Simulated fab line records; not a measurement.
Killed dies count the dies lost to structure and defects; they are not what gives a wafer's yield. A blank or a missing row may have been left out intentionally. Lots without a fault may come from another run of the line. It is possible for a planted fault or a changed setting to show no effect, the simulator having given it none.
fab line records	flow n5_finfet
[record] lots = 24	wafers = 72	last_day = 20
route steps=1938 shown BEOL_M10@1472
lots untouched by any fault: they come from a run of this same line in which no faults occurred
start_h: the number of hours between the record's first day and the start of the first shown wafer of the lot	wait_h: hours elapsed since this lot's preceding step	" the same as in the row above	L1.1+2: one row covering several wafers at once	- value missing, or start not given	* or withheld: withheld	< > ~ a bound
route shown NAME@n: a module of which the file shows steps, and the number in the route of the first	usual: the fault-free wafers' mean and standard deviation	same: alike in all rows	chamber/n: place in a boat	sites: the reading at each site	_std_site: standard deviation across them	_edge_site: inner sites' mean taken away from outer sites' mean	radius_mm: for every site, how far away it sits from the centre of the wafer	mask NAME#n: copy n	behind: the most recent tool/chamber to have shaped the wafer	hold: cause of the lot's hold/its duration in hours/its outcome	device: which transistor (n, p or np) failed to switch	end of line: tests run on the same wafers once the route is complete	a step with no rows: only its recipe	killed: not the wafer's yield, but the dies lost to structure and defects at the first sort	map: dies across one wafer; x = killed, . = not, _ = none there
set.NAME: the setting as run; set.NAME@STEP: as run at that earlier step	model.NAME: the simulator's own value behind a step, which no gauge read
one table for each step of the route and one row for each wafer, over a sample of lots
services: a tool's chamber out of use, with start hour (start_h, from the record's first day; less than 0 if before it), hours out, and reason
[[steps]]
[step N5_BEOL_M10_THK_MEAS_01]
[recipe] reads = SiCOH_lowk_of_BEOL_M10_ILD_DEP_00
[usual] M10_ILD_THK = 268/3.5
lot.wafer	tool	chamber	start_h	wait_h	M10_ILD_THK[nm]
L074.3	film_metro-01	-	252.73	0.5	272
L074.4	"	-	"	"	273
L074.5	"	-	"	"	275
L075.2	film_metro-01	-	284.54	0.4	268
L075.4	"	-	"	"	265
L075.6	"	-	"	"	269
L076.1	film_metro-02	-	290.81	0.4	262
L076.4	"	-	"	"	267
L076.6	"	-	"	"	268
L077.1	film_metro-01	-	299.17	0.4	270
L077.2	"	-	"	"	266
L077.5	"	-	"	"	271
L078.1	film_metro-01	-	308.55	0.4	267
L078.3	"	-	"	"	266
L078.4	"	-	"	"	273
L080.1	film_metro-02	-	315.42	0.4	267
L080.2	"	-	"	"	263
L080.5	"	-	"	"	269
L081.1	film_metro-01	-	320.42	0.4	265
L081.3	"	-	"	"	264
L081.4	"	-	"	"	269
L083.1	film_metro-01	-	324.32	0.4	265
L083.5	"	-	"	"	269
L083.6	"	-	"	"	269
L082.3	film_metro-02	-	328.66	0.3	266
L082.5	"	-	"	"	267
L082.6	"	-	"	"	272
L084.3	film_metro-01	-	330.89	0.3	261
L084.5	"	-	"	"	264
L084.6	"	-	"	"	266
L085.3	film_metro-01	-	342.02	0.3	269
L085.4	"	-	"	"	271
L085.6	"	-	"	"	271
L086.2	film_metro-02	-	343.84	0.4	274
L086.3	"	-	"	"	269
L086.6	"	-	"	"	276
L092.2	film_metro-01	-	344.37	0.4	264
L092.3	"	-	"	"	264
L092.4	"	-	"	"	271
L088.3	film_metro-02	-	357.24	0.3	267
L088.5	"	-	"	"	272
L088.6	"	-	"	"	274
L087.3	film_metro-01	-	361.77	0.3	263
L087.4	"	-	"	"	271
L087.6	"	-	"	"	270
L089.2	film_metro-02	-	364.62	0.4	268
L089.4	"	-	"	"	273
L089.5	"	-	"	"	271
L090.2	film_metro-01	-	366.23	0.4	270
L090.4	"	-	"	"	273
L090.5	"	-	"	"	271
L091.1	film_metro-01	-	372.84	0.4	266
L091.3	"	-	"	"	265
L091.4	"	-	"	"	271
L093.3	film_metro-01	-	373.88	0.5	270
L093.5	"	-	"	"	273
L093.6	"	-	"	"	272
L097.1	film_metro-02	-	403.25	0.4	267
L097.2	"	-	"	"	270
L097.6	"	-	"	"	272
L096.1	film_metro-01	-	403.60	0.4	267
L096.3	"	-	"	"	270
L096.6	"	-	"	"	272
L079.1	film_metro-01	-	404.35	0.4	268
L079.2	"	-	"	"	268
L079.6	"	-	"	"	274
L094.1	film_metro-01	-	421.41	0.4	263
L094.2	"	-	"	"	261
L094.6	"	-	"	"	266
L095.1	film_metro-02	-	427.61	0.4	262
L095.4	"	-	"	"	267
L095.6	"	-	"	"	265
[step N5_BEOL_M10_OVL_MEAS_12]
[recipe] points_per_wafer = 44
[usual] M10_OVL = 0.3/0.81
lot.wafer	tool	chamber	start_h	wait_h	M10_OVL[nm]
L074.3	overlay-02	0	255.21	0.0	0.6
L074.4	"	0	"	"	1.1
L074.5	"	0	"	"	0.1
L075.2	overlay-01	0	287.53	0.0	0.2
L075.4	"	0	"	"	-1.0
L075.6	"	0	"	"	-0.4
L076.1	overlay-02	0	292.25	0.0	0.6
L076.4	"	0	"	"	1.3
L076.6	"	0	"	"	0.7
L077.1	overlay-02	0	300.93	0.0	-0.2
L077.2	"	0	"	"	-0.5
L077.5	"	0	"	"	-1.3
L078.1	overlay-02	0	309.73	0.0	-0.8
L078.3	"	0	"	"	-0.3
L078.4	"	0	"	"	-0.4
L080.1	overlay-02	0	317.32	0.0	0.8
L080.2	"	0	"	"	0.4
L080.5	"	0	"	"	-0.2
L081.1	overlay-01	0	321.72	0.0	0.4
L081.3	"	0	"	"	0.0
L081.4	"	0	"	"	1.3
L083.1	overlay-01	0	327.08	0.0	1.9
L083.5	"	0	"	"	-0.1
L083.6	"	0	"	"	1.4
L082.3	overlay-01	0	330.44	0.0	0.9
L082.5	"	0	"	"	1.2
L082.6	"	0	"	"	1.5
L084.3	overlay-02	0	331.98	0.0	-0.5
L084.5	"	0	"	"	-0.4
L084.6	"	0	"	"	0.6
L085.3	overlay-01	0	343.52	0.0	0.4
L085.4	"	0	"	"	-0.4
L085.6	"	0	"	"	0.7
L086.2	overlay-01	0	344.46	0.0	-0.2
L086.3	"	0	"	"	1.0
L086.6	"	0	"	"	0.7
L092.2	overlay-01	0	344.99	0.0	-0.3
L092.3	"	0	"	"	0.0
L092.4	"	0	"	"	-0.4
L088.3	overlay-02	0	358.96	0.0	-0.3
L088.5	"	0	"	"	-0.7
L088.6	"	0	"	"	-0.1
L087.3	overlay-01	0	364.02	0.0	-0.5
L087.4	"	0	"	"	0.2
L087.6	"	0	"	"	-0.2
L089.2	overlay-01	0	370.04	0.0	0.7
L089.4	"	0	"	"	-0.2
L089.5	"	0	"	"	0.3
L090.2	overlay-02	0	370.24	0.0	0.4
L090.4	"	0	"	"	1.7
L090.5	"	0	"	"	0.9
L091.1	overlay-01	0	373.55	0.0	1.3
L091.3	"	0	"	"	0.7
L091.4	"	0	"	"	0.0
L093.3	overlay-02	0	375.40	0.0	1.5
L093.5	"	0	"	"	0.4
L093.6	"	0	"	"	0.6
L097.1	overlay-02	0	405.65	0.0	0.5
L097.2	"	0	"	"	0.0
L097.6	"	0	"	"	-0.1
L096.1	overlay-02	0	406.09	0.0	1.0
L096.3	"	0	"	"	-0.6
L096.6	"	0	"	"	0.6
L079.1	overlay-01	0	406.25	0.0	-1.4
L079.2	"	0	"	"	0.0
L079.6	"	0	"	"	0.8
L094.1	overlay-01	0	425.22	0.0	0.3
L094.2	"	0	"	"	-0.4
L094.6	"	0	"	"	0.0
L095.1	overlay-01	0	429.35	0.0	1.1
L095.4	"	0	"	"	1.2
L095.6	"	0	"	"	0.4
[step N5_BEOL_M10_INSPECT_13]
[recipe] mode = adi	inspect_instrument = brightfield
[usual] raw_defect_count = 450/110
lot.wafer	tool	chamber	start_h	wait_h	raw_defect_count
L074.3	defect_inspect-02	-	255.23	0.0	272
L074.4	"	-	"	"	439
L074.5	"	-	"	"	524
L075.2	defect_inspect-02	-	287.56	0.0	355
L075.4	"	-	"	"	310
L075.6	"	-	"	"	313
L076.1	defect_inspect-01	-	292.27	0.0	368
L076.4	"	-	"	"	608
L076.6	"	-	"	"	574
L077.1	defect_inspect-01	-	300.95	0.0	503
L077.2	"	-	"	"	446
L077.5	"	-	"	"	613
L078.1	defect_inspect-01	-	309.75	0.0	372
L078.3	"	-	"	"	339
L078.4	"	-	"	"	401
L080.1	defect_inspect-01	-	317.34	0.0	486
L080.2	"	-	"	"	463
L080.5	"	-	"	"	439
L081.1	defect_inspect-01	-	321.74	0.0	498
L081.3	"	-	"	"	472
L081.4	"	-	"	"	449
L083.1	defect_inspect-01	-	327.10	0.0	311
L083.5	"	-	"	"	334
L083.6	"	-	"	"	354
L082.3	defect_inspect-01	-	330.46	0.0	346
L082.5	"	-	"	"	525
L082.6	"	-	"	"	343
L084.3	defect_inspect-02	-	332.00	0.0	427
L084.5	"	-	"	"	305
L084.6	"	-	"	"	377
L085.3	defect_inspect-01	-	343.55	0.0	700
L085.4	"	-	"	"	661
L085.6	"	-	"	"	579
L086.2	defect_inspect-02	-	344.49	0.0	539
L086.3	"	-	"	"	541
L086.6	"	-	"	"	552
L092.2	defect_inspect-02	-	345.01	0.0	234
L092.3	"	-	"	"	264
L092.4	"	-	"	"	358
L088.3	defect_inspect-01	-	358.99	0.0	541
L088.5	"	-	"	"	556
L088.6	"	-	"	"	421
L087.3	defect_inspect-01	-	364.04	0.0	411
L087.4	"	-	"	"	643
L087.6	"	-	"	"	589
L089.2	defect_inspect-01	-	370.07	0.0	399
L089.4	"	-	"	"	522
L089.5	"	-	"	"	422
L090.2	defect_inspect-02	-	370.26	0.0	450
L090.4	"	-	"	"	582
L090.5	"	-	"	"	438
L091.1	defect_inspect-02	-	373.58	0.0	427
L091.3	"	-	"	"	571
L091.4	"	-	"	"	500
L093.3	defect_inspect-01	-	375.43	0.0	527
L093.5	"	-	"	"	533
L093.6	"	-	"	"	450
L097.1	defect_inspect-01	-	405.67	0.0	447
L097.2	"	-	"	"	401
L097.6	"	-	"	"	369
L096.1	defect_inspect-01	-	406.11	0.0	672
L096.3	"	-	"	"	305
L096.6	"	-	"	"	535
L079.1	defect_inspect-01	-	406.27	0.0	275
L079.2	"	-	"	"	435
L079.6	"	-	"	"	368
L094.1	defect_inspect-01	-	425.24	0.0	428
L094.2	"	-	"	"	587
L094.6	"	-	"	"	416
L095.1	defect_inspect-01	-	429.37	0.0	529
L095.4	"	-	"	"	359
L095.6	"	-	"	"	414
[step N5_BEOL_M10_STRIP_67]
[recipe] chemistry = CF4	resist = SiARC	power_w = 300	bias_power_w = 75	pressure_mtorr = 50	cf4_flow_sccm = 150	rf_frequency_hz = 6e+07
[usual] drypump_motor_current_A = 5.8/0.42	oes_product_au = 0.80/0.097	rf_vpp_V = 271.2/1.1	showerhead_plenum_p_Torr = 1.79/0.032	throttle_valve_pct = 13.52/0.26
lot.wafer	tool	chamber	start_h	wait_h	drypump_motor_current_A	oes_product_au	rf_hours_counter_h	rf_vpp_V	showerhead_plenum_p_Torr	throttle_valve_pct
L074.3	rie_diel-04	3	255.89	0.0	5.4	0.67	244	270.9	1.85	13.89
L074.4	"	3	"	"	5.4	0.67	-	270.3	1.85	13.87
L074.5	"	2	"	"	6.2	0.72	-	270.8	1.77	13.70
L075.2	rie_diel-02	1	287.82	0.0	5.7	0.70	221	269.9	1.78	13.82
L075.4	"	2	"	"	4.9	0.70	211	270.0	1.78	13.91
L075.6	"	2	"	"	4.8	0.70	-	272.4	1.78	13.94
L076.1	rie_diel-05	3	292.66	0.0	5.5	0.72	208	273.4	1.85	13.67
L076.4	"	2	"	"	5.7	0.70	238	271.2	1.77	13.56
L076.6	"	3	"	"	5.5	0.71	-	272.2	1.85	13.66
L077.1	rie_diel-04	2	301.22	0.0	6.2	0.71	229	271.4	1.77	13.75
L077.2	"	3	"	"	5.3	0.95	5	273.0	1.84	13.34
L077.5	"	2	"	"	6.2	0.71	-	270.6	1.77	13.74
L078.1	rie_diel-02	2	310.02	0.0	4.9	0.70	217	271.4	1.78	13.94
L078.3	"	3	"	"	5.8	0.92	16	271.0	1.83	13.31
L078.4	"	0	"	"	6.2	0.79	115	272.1	1.80	13.57
L080.1	rie_diel-04	3	317.61	0.0	5.3	0.93	12	271.2	1.84	13.38
L080.2	"	0	"	"	6.0	0.89	18	270.7	1.76	13.13
L080.5	"	3	"	"	5.4	0.94	-	271.7	1.84	13.36
L081.1	rie_diel-02	0	322.01	0.0	6.2	0.79	119	271.6	1.80	13.56
L081.3	"	1	"	"	5.7	0.69	233	269.7	1.77	13.84
L081.4	"	3	"	"	5.8	0.91	21	272.2	1.83	13.32
L083.1	rie_diel-02	3	327.37	0.0	5.9	0.91	23	272.6	1.83	13.31
L083.5	"	3	"	"	5.8	0.91	-	272.0	1.83	13.33
L083.6	"	2	"	"	4.9	0.70	-	271.1	1.77	13.95
L082.3	rie_diel-04	0	330.79	0.0	6.0	0.89	23	269.6	1.76	13.15
L082.5	"	1	"	"	5.3	0.95	-	271.2	1.83	13.12
L082.6	"	2	"	"	6.2	0.70	-	269.2	1.77	13.77
L084.3	rie_diel-05	0	332.28	0.0	6.1	0.70	184	271.7	1.78	13.73
L084.5	"	0	"	"	6.1	0.71	-	268.9	1.78	13.71
L084.6	"	1	"	"	6.3	0.80	-	270.0	1.75	13.39
L085.3	rie_diel-02	0	343.91	0.0	6.2	0.78	127	272.3	1.80	13.57
L085.4	"	1	"	"	5.7	0.68	241	270.4	1.77	13.85
L085.6	"	3	"	"	5.8	0.90	-	272.1	1.82	13.35
L086.2	rie_diel-04	3	344.75	0.0	5.3	0.91	21	272.8	1.84	13.39
L086.3	"	2	"	"	6.2	0.70	245	269.1	1.77	13.77
L086.6	"	2	"	"	6.3	0.70	-	270.7	1.77	13.77
L092.2	rie_diel-05	0	345.28	0.0	6.1	0.70	190	273.0	1.78	13.74
L092.3	"	3	"	"	5.5	0.70	229	273.7	1.84	13.71
L092.4	"	3	"	"	5.5	0.70	-	271.2	1.84	13.71
L088.3	rie_diel-04	3	359.37	0.0	5.3	0.90	25	270.9	1.84	13.39
L088.5	"	3	"	"	5.3	0.90	-	271.4	1.84	13.40
L088.6	"	2	"	"	6.2	0.69	-	270.6	1.77	13.77
L087.3	rie_diel-02	0	364.45	0.0	6.2	0.78	133	271.4	1.80	13.61
L087.4	"	3	"	"	5.8	0.88	-	272.1	1.82	13.37
L087.6	"	1	"	"	5.6	0.69	-	270.5	1.77	13.87
L089.2	rie_diel-05	3	370.47	0.0	5.5	0.69	240	272.9	1.84	13.73
L089.4	"	2	"	"	5.7	0.95	5	271.0	1.76	13.04
L089.5	"	1	"	"	6.3	0.78	-	269.5	1.75	13.45
L090.2	rie_diel-04	1	370.64	0.0	5.3	0.91	20	273.1	1.83	13.17
L090.4	"	0	"	"	6.0	0.86	-	270.6	1.76	13.19
L090.5	"	1	"	"	5.3	0.91	-	271.1	1.83	13.16
L091.1	rie_diel-02	0	373.84	0.0	6.2	0.77	136	271.6	1.80	13.61
L091.3	"	1	"	"	5.7	0.68	251	271.1	1.77	13.87
L091.4	"	0	"	"	6.3	0.77	-	271.3	1.80	13.62
L093.3	rie_diel-05	0	375.69	0.0	6.1	0.69	203	269.2	1.78	13.76
L093.5	"	0	"	"	6.1	0.70	-	269.8	1.78	13.76
L093.6	"	1	"	"	6.3	0.78	-	269.1	1.74	13.43
L097.1	rie_diel-04	2	405.94	0.0	6.3	0.94	11	270.2	1.76	13.23
L097.2	"	0	"	"	6.0	0.84	53	270.7	1.75	13.23
L097.6	"	2	"	"	6.2	0.94	-	271.2	1.76	13.24
L096.1	rie_diel-04	3	406.38	0.0	5.3	0.87	42	272.2	1.83	13.45
L096.3	"	2	"	"	6.2	0.93	11	271.9	1.76	13.25
L096.6	"	3	"	"	5.3	0.87	-	272.6	1.83	13.43
L079.1	rie_diel-02	3	406.64	0.0	5.8	0.86	53	272.1	1.82	13.40
L079.2	"	0	"	"	6.2	0.76	150	272.3	1.79	13.64
L079.6	"	0	"	"	6.2	0.76	-	271.4	1.79	13.65
L094.1	rie_diel-05	1	425.61	0.0	6.3	0.76	130	270.3	1.74	13.48
L094.2	"	0	"	"	6.1	0.68	223	269.4	1.77	13.82
L094.6	"	0	"	"	6.1	0.68	-	271.1	1.77	13.81
L095.1	rie_diel-02	3	430.03	0.0	5.8	0.85	63	272.0	1.81	13.41
L095.4	"	1	"	"	5.7	0.95	-	271.1	1.77	13.29
L095.6	"	3	"	"	5.8	0.84	-	272.9	1.81	13.42
[step N5_BEOL_M10_HM_OPEN_17]
[recipe] chemistry = Cl2/BCl3	target_depth_a = 200	overetch_a = 60	target = TiN	mask_material = SOC	ion_energy_ev = 150	pressure_mtorr = 10	icp_w = 1000	bias_w = 126	Cl2_flow_sccm = 53.25	bcl3_flow_sccm = 21.75	Ar_flow_sccm = 25
[usual] drypump_motor_current_A = 6.1/0.41	he_backside_leak_sccm = 3.36/0.22	oes_product_au = 0.69/0.039	throttle_valve_pct = 22.11/0.068
lot.wafer	tool	chamber	start_h	wait_h	drypump_motor_current_A	he_backside_leak_sccm	oes_product_au	rf_hours_counter_h	throttle_valve_pct
L074.3	rie_metal-01	1	255.96	0.1	6.5	3.14	0.68	-	22.19
L074.4	"	0	"	"	6.1	3.63	0.67	-	22.01
L074.5	"	1	"	"	6.5	3.25	0.66	-	22.18
L075.2	rie_metal-02	1	287.86	0.0	5.5	3.42	0.74	15	22.11
L075.4	"	0	"	"	6.4	3.33	0.75	-	22.01
L075.6	"	1	"	"	5.5	3.08	0.73	-	22.10
L076.1	rie_metal-02	1	292.70	0.0	5.6	3.54	0.72	15	22.12
L076.4	"	1	"	"	5.5	3.33	0.71	-	22.13
L076.6	"	1	"	"	5.6	3.58	0.73	-	22.12
L077.1	rie_metal-02	1	301.26	0.0	5.5	3.41	0.74	16	22.10
L077.2	"	0	"	"	6.5	3.29	0.73	13	22.00
L077.5	"	1	"	"	5.5	3.02	0.73	-	22.11
L078.1	rie_metal-02	1	310.06	0.0	5.5	3.22	0.73	17	22.11
L078.3	"	1	"	"	5.5	3.21	0.72	-	22.12
L078.4	"	0	"	"	6.4	3.12	0.73	-	22.03
L080.1	rie_metal-01	1	317.65	0.0	6.6	3.11	0.65	54	22.21
L080.2	"	0	"	"	6.1	3.66	0.66	42	22.04
L080.5	"	0	"	"	6.1	3.72	0.66	-	22.03
L081.1	rie_metal-03	0	322.05	0.0	5.7	3.14	0.67	38	22.08
L081.3	"	1	"	"	6.6	3.61	0.76	-	22.16
L081.4	"	0	"	"	5.7	3.20	0.66	-	22.05
L083.1	rie_metal-02	1	327.41	0.0	5.6	3.17	0.72	18	22.09
L083.5	"	0	"	"	6.4	3.50	0.72	-	22.03
L083.6	"	1	"	"	5.5	3.36	0.73	-	22.12
L082.3	rie_metal-03	1	330.86	0.1	6.5	3.59	0.73	-	22.18
L082.5	"	0	"	"	5.6	4.29	0.67	-	22.08
L082.6	"	1	"	"	6.6	3.65	0.74	-	22.17
L084.3	rie_metal-02	0	332.36	0.1	6.4	3.24	0.73	-	22.01
L084.5	"	1	"	"	5.6	3.10	0.72	-	22.13
L084.6	"	0	"	"	6.5	3.06	0.73	-	22.02
L085.3	rie_metal-03	1	343.98	0.1	6.5	3.27	0.74	-	22.19
L085.4	"	0	"	"	5.7	3.24	0.67	-	22.07
L085.6	"	1	"	"	6.5	3.44	0.74	-	22.17
L086.2	rie_metal-03	0	344.79	0.0	5.7	3.25	0.68	40	22.08
L086.3	"	1	"	"	6.5	3.48	0.74	-	22.14
L086.6	"	0	"	"	5.7	3.16	0.67	-	22.07
L092.2	rie_metal-03	0	345.32	0.0	5.6	3.33	0.67	40	22.08
L092.3	"	0	"	"	5.6	3.12	0.67	-	22.09
L092.4	"	1	"	"	6.6	3.54	0.73	-	22.15
L088.3	rie_metal-01	1	359.44	0.1	6.5	3.25	0.65	-	22.21
L088.5	"	0	"	"	6.1	3.62	0.65	-	22.04
L088.6	"	1	"	"	6.5	3.38	0.65	-	22.20
L087.3	rie_metal-01	0	364.52	0.1	6.1	3.59	0.65	-	22.04
L087.4	"	1	"	"	6.5	3.43	0.64	-	22.20
L087.6	"	1	"	"	6.5	3.20	0.64	-	22.21
L089.2	rie_metal-02	0	370.51	0.0	6.4	3.38	0.72	19	22.03
L089.4	"	1	"	"	5.5	3.31	0.70	-	22.12
L089.5	"	1	"	"	5.5	3.47	0.71	-	22.13
L090.2	rie_metal-01	0	370.68	0.0	6.1	3.64	0.65	46	22.04
L090.4	"	1	"	"	6.5	3.23	0.64	-	22.21
L090.5	"	1	"	"	6.6	3.01	0.65	-	22.19
L091.1	rie_metal-01	0	373.88	0.0	6.1	3.64	0.65	47	22.03
L091.3	"	0	"	"	6.1	3.60	0.65	-	22.04
L091.4	"	1	"	"	6.5	3.08	0.65	-	22.21
L093.3	rie_metal-03	0	375.83	0.1	5.7	3.39	0.66	-	22.09
L093.5	"	1	"	"	6.5	3.56	0.74	-	22.16
L093.6	"	0	"	"	5.7	3.34	0.66	-	22.08
L097.1	rie_metal-01	0	405.98	0.0	6.1	3.65	0.62	51	22.08
L097.2	"	1	"	"	6.5	3.13	0.63	63	22.25
L097.6	"	0	"	"	6.1	3.71	0.63	-	22.07
L096.1	rie_metal-03	1	406.42	0.0	6.6	3.60	0.73	17	22.17
L096.3	"	1	"	"	6.6	3.53	0.72	-	22.18
L096.6	"	1	"	"	6.5	3.54	0.72	-	22.18
L079.1	rie_metal-01	0	406.69	0.0	6.1	3.76	0.63	51	22.05
L079.2	"	1	"	"	6.5	3.13	0.64	63	22.24
L079.6	"	0	"	"	6.1	3.64	0.64	-	22.06
L094.1	rie_metal-03	0	425.65	0.0	5.7	3.26	0.66	45	22.09
L094.2	"	1	"	"	6.5	3.62	0.72	19	22.18
L094.6	"	1	"	"	6.6	3.56	0.72	-	22.17
L095.1	rie_metal-02	1	430.07	0.0	5.6	3.53	0.68	29	22.13
L095.4	"	0	"	"	6.4	3.16	0.70	-	22.03
L095.6	"	1	"	"	5.6	3.45	0.70	-	22.13
[step N5_BEOL_M10_INSPECT_30]
[recipe] mode = adi	inspect_instrument = brightfield
[usual] raw_defect_count = 443/110
lot.wafer	tool	chamber	start_h	wait_h	raw_defect_count
L074.3	defect_inspect-02	-	257.73	0.0	271
L074.4	"	-	"	"	449
L074.5	"	-	"	"	543
L075.2	defect_inspect-02	-	290.43	0.0	348
L075.4	"	-	"	"	335
L075.6	"	-	"	"	316
L076.1	defect_inspect-02	-	295.07	0.0	328
L076.4	"	-	"	"	558
L076.6	"	-	"	"	526
L077.1	defect_inspect-01	-	302.01	0.0	513
L077.2	"	-	"	"	472
L077.5	"	-	"	"	653
L078.1	defect_inspect-02	-	311.76	0.0	338
L078.3	"	-	"	"	315
L078.4	"	-	"	"	347
L080.1	defect_inspect-01	-	320.72	0.0	467
L080.2	"	-	"	"	469
L080.5	"	-	"	"	438
L081.1	defect_inspect-01	-	322.70	0.0	508
L081.3	"	-	"	"	482
L081.4	"	-	"	"	445
L083.1	defect_inspect-02	-	328.68	0.0	290
L083.5	"	-	"	"	318
L083.6	"	-	"	"	326
L082.3	defect_inspect-01	-	331.76	0.0	352
L082.5	"	-	"	"	527
L082.6	"	-	"	"	353
L084.3	defect_inspect-01	-	334.61	0.0	451
L084.5	"	-	"	"	325
L084.6	"	-	"	"	432
L086.2	defect_inspect-02	-	345.96	0.0	535
L086.3	"	-	"	"	584
L086.6	"	-	"	"	539
L092.2	defect_inspect-02	-	346.13	0.0	226
L092.3	"	-	"	"	273
L092.4	"	-	"	"	383
L085.3	defect_inspect-01	-	346.30	0.0	745
L085.4	"	-	"	"	676
L085.6	"	-	"	"	569
L088.3	defect_inspect-01	-	360.19	0.0	557
L088.5	"	-	"	"	562
L088.6	"	-	"	"	421
L087.3	defect_inspect-01	-	369.14	0.0	412
L087.4	"	-	"	"	642
L087.6	"	-	"	"	568
L089.2	defect_inspect-02	-	371.04	0.0	360
L089.4	"	-	"	"	473
L089.5	"	-	"	"	398
L090.2	defect_inspect-02	-	371.39	0.0	436
L090.4	"	-	"	"	615
L090.5	"	-	"	"	433
L091.1	defect_inspect-01	-	374.55	0.0	503
L091.3	"	-	"	"	601
L091.4	"	-	"	"	537
L093.3	defect_inspect-02	-	378.52	0.0	484
L093.5	"	-	"	"	491
L093.6	"	-	"	"	385
L097.1	defect_inspect-02	-	407.60	0.0	409
L097.2	"	-	"	"	365
L097.6	"	-	"	"	358
L079.1	defect_inspect-02	-	407.74	0.0	253
L079.2	"	-	"	"	396
L079.6	"	-	"	"	327
L096.1	defect_inspect-02	-	407.79	0.0	626
L096.3	"	-	"	"	290
L096.6	"	-	"	"	490
L094.1	defect_inspect-01	-	428.16	0.0	435
L094.2	"	-	"	"	595
L094.6	"	-	"	"	420
L095.1	defect_inspect-01	-	432.28	0.0	513
L095.4	"	-	"	"	366
L095.6	"	-	"	"	431
[[services]]
tool	chamber	start_h	hours	kind
rie_diel-02	3	237.75	-	clean
rie_diel-02	3	237.75	-	consumable_replace:esc
rie_diel-02	3	237.75	-	consumable_replace:focus_ring
rie_diel-02	3	237.75	29.9	scheduled_down
rie_diel-02	3	237.75	29.9	vent_cycle
rie_diel-04	0	244.50	-	clean
rie_diel-04	0	244.50	-	consumable_replace:focus_ring
rie_diel-04	0	244.50	19.1	scheduled_down
rie_diel-04	0	244.50	19.1	vent_cycle
rie_diel-04	2	263.68	2.8	repair
rie_diel-04	3	271.32	-	clean
rie_diel-04	3	271.32	-	consumable_replace:focus_ring
rie_diel-04	-	278.67	4.3	pm
rie_metal-01	-	279.51	0.5	repair
rie_metal-01	1	294.19	6.5	repair
rie_diel-05	1	302.74	4.3	repair
rie_diel-02	2	303.28	3.9	repair
rie_diel-02	2	364.20	19.8	repair
rie_metal-03	-	364.79	1.1	repair
rie_metal-03	-	379.61	10.0	pm
rie_diel-02	1	387.70	4.1	repair
rie_diel-04	3	393.95	5.8	repair
rie_diel-04	0	402.36	3.0	repair
rie_diel-02	-	419.96	0.5	repair
[[key]]
fault none
